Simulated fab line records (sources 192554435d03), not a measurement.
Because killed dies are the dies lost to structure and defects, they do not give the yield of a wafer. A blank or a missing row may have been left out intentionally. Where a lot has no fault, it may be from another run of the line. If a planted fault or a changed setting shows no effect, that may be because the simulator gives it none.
Which tool was responsible? || flow n5_finfet || 10 lots, 30 wafers sampled, at 6 steps of a route of 1938

## WHAT THE GAUGES READ, wafer by wafer
N5_BEOL_M10_INSPECT_58: inspects for defects (darkfield). Usual: raw_defect_count 72, standard deviation 23.
{"lot": "L140", "measured": "day 11 21:00", "on": "defect_inspect-02", "raw_defect_count": "67 51 103", "flag": ""}
{"lot": "L143", "measured": "day 12 15:25", "on": "defect_inspect-01", "raw_defect_count": "60 34 46", "flag": ""}
{"lot": "L142", "measured": "day 12 16:34", "on": "defect_inspect-01", "raw_defect_count": "79 66 67", "flag": ""}
{"lot": "L146", "measured": "day 13 11:10", "on": "defect_inspect-01", "raw_defect_count": "51 49 808", "flag": "OFF"}
{"lot": "L150", "measured": "day 14 09:46", "on": "defect_inspect-02", "raw_defect_count": "822 56 77", "flag": "OFF"}
{"lot": "L160", "measured": "day 17 10:56", "on": "defect_inspect-02", "raw_defect_count": "45 60 37", "flag": ""}
{"lot": "L157", "measured": "day 17 20:52", "on": "defect_inspect-02", "raw_defect_count": "81 112 93", "flag": ""}
{"lot": "L161", "measured": "day 17 22:59", "on": "defect_inspect-01", "raw_defect_count": "53 56 63", "flag": ""}
{"lot": "L163", "measured": "day 18 05:40", "on": "defect_inspect-02", "raw_defect_count": "55 56 80", "flag": ""}
{"lot": "L162", "measured": "day 18 16:53", "on": "defect_inspect-01", "raw_defect_count": "85 44 50", "flag": ""}

N5_BEOL_M11_INSPECT_13: inspects for defects (brightfield). Usual: raw_defect_count 415, standard deviation 98.
{"lot": "L140", "measured": "day 11 22:20", "on": "defect_inspect-01", "raw_defect_count": "479 326 358", "flag": ""}
{"lot": "L143", "measured": "day 12 18:56", "on": "defect_inspect-01", "raw_defect_count": "356 429 377", "flag": ""}
{"lot": "L142", "measured": "day 12 19:46", "on": "defect_inspect-02", "raw_defect_count": "412 298 286", "flag": ""}
{"lot": "L146", "measured": "day 13 13:38", "on": "defect_inspect-01", "raw_defect_count": "329 321 1206", "flag": ""}
{"lot": "L150", "measured": "day 14 11:39", "on": "defect_inspect-02", "raw_defect_count": "1173 481 446", "flag": ""}
{"lot": "L160", "measured": "day 17 12:25", "on": "defect_inspect-01", "raw_defect_count": "289 282 361", "flag": ""}
{"lot": "L157", "measured": "day 17 22:17", "on": "defect_inspect-02", "raw_defect_count": "411 640 487", "flag": ""}
{"lot": "L161", "measured": "day 18 03:04", "on": "defect_inspect-02", "raw_defect_count": "266 280 341", "flag": ""}
{"lot": "L163", "measured": "day 18 06:51", "on": "defect_inspect-01", "raw_defect_count": "254 398 303", "flag": ""}
{"lot": "L162", "measured": "day 18 18:40", "on": "defect_inspect-01", "raw_defect_count": "476 270 312", "flag": ""}

## EACH LOT AND THE TOOL THAT RAN IT (in order: tool; ch and the chambers of the sampled wafers; start)
{"lot": "L140", "N5_BEOL_M10_DEGAS_44": "pvd_sputter-01, day 11 19:14", "N5_BEOL_M10_PRE_CLEAN_55": "pecvd-03 ch 0,1, day 11 20:52", "N5_BEOL_M11_ILD_DEP_00": "pecvd-03 ch 0,2, day 11 21:02", "N5_BEOL_M11_CURE_71": "uv_cure-02 ch 1, day 11 21:11"}
{"lot": "L143", "N5_BEOL_M10_DEGAS_44": "pvd_sputter-01, day 12 13:43", "N5_BEOL_M10_PRE_CLEAN_55": "pecvd-04 ch 0,1,2, day 12 15:18", "N5_BEOL_M11_ILD_DEP_00": "pecvd-01 ch 0,2, day 12 15:29", "N5_BEOL_M11_CURE_71": "uv_cure-01 ch 2, day 12 15:48"}
{"lot": "L142", "N5_BEOL_M10_DEGAS_44": "pvd_sputter-01, day 12 14:26", "N5_BEOL_M10_PRE_CLEAN_55": "pecvd-03 ch 1,2, day 12 16:25", "N5_BEOL_M11_ILD_DEP_00": "pecvd-01 ch 0, day 12 16:37", "N5_BEOL_M11_CURE_71": "uv_cure-03 ch 1, day 12 16:59"}
{"lot": "L146", "N5_BEOL_M10_DEGAS_44": "pvd_sputter-02, day 13 08:56", "N5_BEOL_M10_PRE_CLEAN_55": "pecvd-03 ch 0,1,2, day 13 11:02", "N5_BEOL_M11_ILD_DEP_00": "pecvd-01 ch 0,1, day 13 11:12", "N5_BEOL_M11_CURE_71": "uv_cure-01 ch 2, day 13 11:26"}
{"lot": "L150", "N5_BEOL_M10_DEGAS_44": "pvd_sputter-03, day 14 07:11", "N5_BEOL_M10_PRE_CLEAN_55": "pecvd-03 ch 0,1,2, day 14 09:38", "N5_BEOL_M11_ILD_DEP_00": "pecvd-02 ch 0,1,2, day 14 09:49", "N5_BEOL_M11_CURE_71": "uv_cure-01 ch 2, day 14 09:53"}
{"lot": "L160", "N5_BEOL_M10_DEGAS_44": "pvd_sputter-02, day 17 07:51", "N5_BEOL_M10_PRE_CLEAN_55": "pecvd-03 ch 0,1,2, day 17 10:48", "N5_BEOL_M11_ILD_DEP_00": "pecvd-02 ch 0,2, day 17 10:58", "N5_BEOL_M11_CURE_71": "uv_cure-03 ch 0, day 17 11:27"}
{"lot": "L157", "N5_BEOL_M10_DEGAS_44": "pvd_sputter-01, day 17 19:00", "N5_BEOL_M10_PRE_CLEAN_55": "pecvd-01 ch 0,1,2, day 17 20:44", "N5_BEOL_M11_ILD_DEP_00": "pecvd-03 ch 1,2, day 17 20:54", "N5_BEOL_M11_CURE_71": "uv_cure-01 ch 2, day 17 21:04"}
{"lot": "L161", "N5_BEOL_M10_DEGAS_44": "pvd_sputter-02, day 17 21:26", "N5_BEOL_M10_PRE_CLEAN_55": "pecvd-03 ch 0,1,2, day 17 22:52", "N5_BEOL_M11_ILD_DEP_00": "pecvd-01 ch 0,1,2, day 17 23:02", "N5_BEOL_M11_CURE_71": "uv_cure-02 ch 1, day 17 23:07"}
{"lot": "L163", "N5_BEOL_M10_DEGAS_44": "pvd_sputter-01, day 18 02:47", "N5_BEOL_M10_PRE_CLEAN_55": "pecvd-03 ch 0,2, day 18 05:33", "N5_BEOL_M11_ILD_DEP_00": "pecvd-02 ch 0,2, day 18 05:43", "N5_BEOL_M11_CURE_71": "uv_cure-03 ch 0, day 18 05:47"}
{"lot": "L162", "N5_BEOL_M10_DEGAS_44": "pvd_sputter-02, day 18 14:38", "N5_BEOL_M10_PRE_CLEAN_55": "pecvd-04 ch 0,1, day 18 16:46", "N5_BEOL_M11_ILD_DEP_00": "pecvd-03 ch 1,2, day 18 16:55", "N5_BEOL_M11_CURE_71": "uv_cure-03 ch 1, day 18 17:00"}
- N5_BEOL_M10_DEGAS_44: time 60 s.
- N5_BEOL_M10_PRE_CLEAN_55: time 15 s.
- N5_BEOL_M11_ILD_DEP_00: deposits SiCOH lowk from DEMS/porogen, target thk 308.51 nm, time 58 s.
- N5_BEOL_M11_CURE_71: cures SiCOH lowk, time 240 s.

## AS READ BY THE TOOLS THEMSELVES (means over the sampled wafers that have a number; for cases with no such wafer, the mark the record gives instead)
N5_BEOL_M10_DEGAS_44. Usual: heater_power_w 313 W, standard deviation 31; susceptor_temp_C 249.97 C, standard deviation 0.18.
{"lot": "L140", "tool": "pvd_sputter-01", "heater_power_w (W)": 316, "susceptor_temp_C (C)": 250.19, "flag": ""}
{"lot": "L143", "tool": "pvd_sputter-01", "heater_power_w (W)": 298, "susceptor_temp_C (C)": 249.96, "flag": ""}
{"lot": "L142", "tool": "pvd_sputter-01", "heater_power_w (W)": 319, "susceptor_temp_C (C)": 249.84, "flag": ""}
{"lot": "L146", "tool": "pvd_sputter-02", "heater_power_w (W)": 303, "susceptor_temp_C (C)": 249.91, "flag": ""}
{"lot": "L150", "tool": "pvd_sputter-03", "heater_power_w (W)": 322, "susceptor_temp_C (C)": 249.95, "flag": ""}
{"lot": "L160", "tool": "pvd_sputter-02", "heater_power_w (W)": 342, "susceptor_temp_C (C)": 249.95, "flag": ""}
{"lot": "L157", "tool": "pvd_sputter-01", "heater_power_w (W)": 339, "susceptor_temp_C (C)": 249.89, "flag": ""}
{"lot": "L161", "tool": "pvd_sputter-02", "heater_power_w (W)": 334, "susceptor_temp_C (C)": 249.95, "flag": ""}
{"lot": "L163", "tool": "pvd_sputter-01", "heater_power_w (W)": 296, "susceptor_temp_C (C)": 250.05, "flag": ""}
{"lot": "L162", "tool": "pvd_sputter-02", "heater_power_w (W)": 321, "susceptor_temp_C (C)": 249.88, "flag": ""}

N5_BEOL_M11_ILD_DEP_00. Usual: heater_power_w 307 W, standard deviation 58; showerhead_plenum_p_Torr 5.742 Torr, standard deviation 0.013; showerhead_vpp_V 1373 V, standard deviation 76; susceptor_temp_C 300.01 C, standard deviation 0.2; throttle_valve_pct 13.8 %, standard deviation 0.95.
{"lot": "L140", "tool": "pecvd-03", "heater_power_w (W)": 309, "showerhead_plenum_p_Torr (Torr)": 5.735, "showerhead_vpp_V (V)": 1423, "susceptor_temp_C (C)": 300.07, "throttle_valve_pct (%)": 13.7, "flag": ""}
{"lot": "L143", "tool": "pecvd-01", "heater_power_w (W)": 290, "showerhead_plenum_p_Torr (Torr)": 5.734, "showerhead_vpp_V (V)": 1363, "susceptor_temp_C (C)": 299.99, "throttle_valve_pct (%)": 12.8, "flag": ""}
{"lot": "L142", "tool": "pecvd-01", "heater_power_w (W)": 219, "showerhead_plenum_p_Torr (Torr)": 5.717, "showerhead_vpp_V (V)": 1484, "susceptor_temp_C (C)": 300.06, "throttle_valve_pct (%)": 13.5, "flag": ""}
{"lot": "L146", "tool": "pecvd-01", "heater_power_w (W)": 291, "showerhead_plenum_p_Torr (Torr)": 5.737, "showerhead_vpp_V (V)": 1389, "susceptor_temp_C (C)": 300.05, "throttle_valve_pct (%)": 13.7, "flag": ""}
{"lot": "L150", "tool": "pecvd-02", "heater_power_w (W)": 269, "showerhead_plenum_p_Torr (Torr)": 5.749, "showerhead_vpp_V (V)": 1363, "susceptor_temp_C (C)": 299.85, "throttle_valve_pct (%)": 14.3, "flag": ""}
{"lot": "L160", "tool": "pecvd-02", "heater_power_w (W)": 318, "showerhead_plenum_p_Torr (Torr)": 5.750, "showerhead_vpp_V (V)": 1326, "susceptor_temp_C (C)": 300.05, "throttle_valve_pct (%)": 13.7, "flag": ""}
{"lot": "L157", "tool": "pecvd-03", "heater_power_w (W)": 385, "showerhead_plenum_p_Torr (Torr)": 5.749, "showerhead_vpp_V (V)": 1396, "susceptor_temp_C (C)": 300.14, "throttle_valve_pct (%)": 13.4, "flag": ""}
{"lot": "L161", "tool": "pecvd-01", "heater_power_w (W)": 288, "showerhead_plenum_p_Torr (Torr)": 5.730, "showerhead_vpp_V (V)": 1382, "susceptor_temp_C (C)": 300.02, "throttle_valve_pct (%)": 13.4, "flag": ""}
{"lot": "L163", "tool": "pecvd-02", "heater_power_w (W)": 263, "showerhead_plenum_p_Torr (Torr)": 5.756, "showerhead_vpp_V (V)": 1301, "susceptor_temp_C (C)": 300.02, "throttle_valve_pct (%)": 14.4, "flag": ""}
{"lot": "L162", "tool": "pecvd-03", "heater_power_w (W)": 348, "showerhead_plenum_p_Torr (Torr)": 5.742, "showerhead_vpp_V (V)": 1415, "susceptor_temp_C (C)": 299.94, "throttle_valve_pct (%)": 13.3, "flag": ""}

N5_BEOL_M11_CURE_71. Usual: lamp_power_pct 52.31 %, standard deviation 0.045; wafer_temp_C_max 387.3, standard deviation 0.8.
{"lot": "L140", "tool": "uv_cure-02", "lamp_power_pct (%)": 52.33, "wafer_temp_C_max": 387.8, "flag": ""}
{"lot": "L143", "tool": "uv_cure-01", "lamp_power_pct (%)": 52.29, "wafer_temp_C_max": 387.0, "flag": ""}
{"lot": "L142", "tool": "uv_cure-03", "lamp_power_pct (%)": 52.30, "wafer_temp_C_max": 386.2, "flag": ""}
{"lot": "L146", "tool": "uv_cure-01", "lamp_power_pct (%)": 52.31, "wafer_temp_C_max": 386.5, "flag": ""}
{"lot": "L150", "tool": "uv_cure-01", "lamp_power_pct (%)": 52.38, "wafer_temp_C_max": 386.6, "flag": ""}
{"lot": "L160", "tool": "uv_cure-03", "lamp_power_pct (%)": 52.24, "wafer_temp_C_max": 388.4, "flag": ""}
{"lot": "L157", "tool": "uv_cure-01", "lamp_power_pct (%)": 52.31, "wafer_temp_C_max": 386.5, "flag": ""}
{"lot": "L161", "tool": "uv_cure-02", "lamp_power_pct (%)": 52.32, "wafer_temp_C_max": 387.6, "flag": ""}
{"lot": "L163", "tool": "uv_cure-03", "lamp_power_pct (%)": 52.30, "wafer_temp_C_max": 388.1, "flag": ""}
{"lot": "L162", "tool": "uv_cure-03", "lamp_power_pct (%)": 52.31, "wafer_temp_C_max": 386.1, "flag": ""}

## THE ANSWER, worked out from the rows above alone
Rule: lot off if the mean of its wafers having a number is beyond 3 standard deviations from the usual mean. A lot without any number at a reading at which 4 lots or more have one is off too. All remaining lots with rows at the step are treated as sound. Order of review: gauges by route order, followed by the tools' own readings, for which a lot's mean as printed above is used. At the first step where some lot is off, the reading lying furthest off is the one used; lots without a number count as furthest.
Off, at N5_BEOL_M10_INSPECT_58 on raw_defect_count: L146, L150.
A tool fits if, at a process step before that reading, it ran every lot that is off, and no sound lot after the first of them. Gauges at N5_BEOL_M10_INSPECT_58: tried the same way as those tools. Not one of the candidates tried fits.

## WHAT WAS PUT IN BY THE SIMULATOR
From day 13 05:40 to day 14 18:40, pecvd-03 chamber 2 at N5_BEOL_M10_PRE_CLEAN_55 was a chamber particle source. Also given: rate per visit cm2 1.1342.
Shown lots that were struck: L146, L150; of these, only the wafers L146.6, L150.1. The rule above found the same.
